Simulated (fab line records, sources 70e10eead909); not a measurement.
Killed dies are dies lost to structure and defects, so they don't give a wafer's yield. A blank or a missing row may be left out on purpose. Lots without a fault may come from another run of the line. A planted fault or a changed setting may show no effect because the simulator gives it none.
Chamber matching | flow nand_harc | NHARC_A_STAIRCASE_DEP_322 on pecvd-02: 3 sister chambers
The step deposits SiO2, target thk 3800 nm. 6 wafers are shown with their chamber, then 7 later ones without.

WAFERS WITH THEIR CHAMBER
wafer  | chamber | rf_fwd_power_W (W) | heater_power_w (W)
L077.4 | 0       | 501.2              | 603
L081.2 | 0       | 499.1              | 723
L085.2 | 1       | 502.1              | 735
L085.5 | 1       | 497.9              | 607
L091.2 | 2       | 501.8              | 670
L091.3 | 2       | 502.4              | 557

WAFERS WITHOUT THEIR CHAMBER
wafer  | rf_fwd_power_W (W) | heater_power_w (W)
L091.6 | 496.9              | 620
L095.2 | 497.2              | 702
L095.3 | 499.3              | 672
L095.4 | 499.7              | 539
L097.4 | 499.2              | 557
L097.5 | 499.9              | 600
L097.6 | 500.2              | 571

WHICH CHAMBER EACH WENT THROUGH
wafer  | from the rows above          | in truth
L091.6 | can't be placed: 1 or 0 or 2 | 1
L095.2 | can't be placed: 1 or 0 or 2 | 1
L095.3 | can't be placed: 1 or 0 or 2 | 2
L095.4 | can't be placed: 0 or 2 or 1 | 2
L097.4 | can't be placed: 0 or 1 or 2 | 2
L097.5 | can't be placed: 0 or 1 or 2 | 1
L097.6 | can't be placed: 0 or 2 or 1 | 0
Placed correctly: 0 of 7. Can't be placed from these rows: 7 (the true chamber is among the candidates in 7). Placed wrongly: 0.
How it was worked out, from the rows above alone: a wafer's distance from a chamber is the root of the sum, over the readings, of the square of ((its reading less the chamber's mean) divided by the reading's scatter). The wafer belongs to the nearest chamber; if the next one is less than 2 further off, it can't be placed. A chamber's mean is the mean of its shown wafers. The scatter: the root of (the sum of the squares of (reading less its chamber's mean) over the shown wafers, divided by (wafers less chambers)).
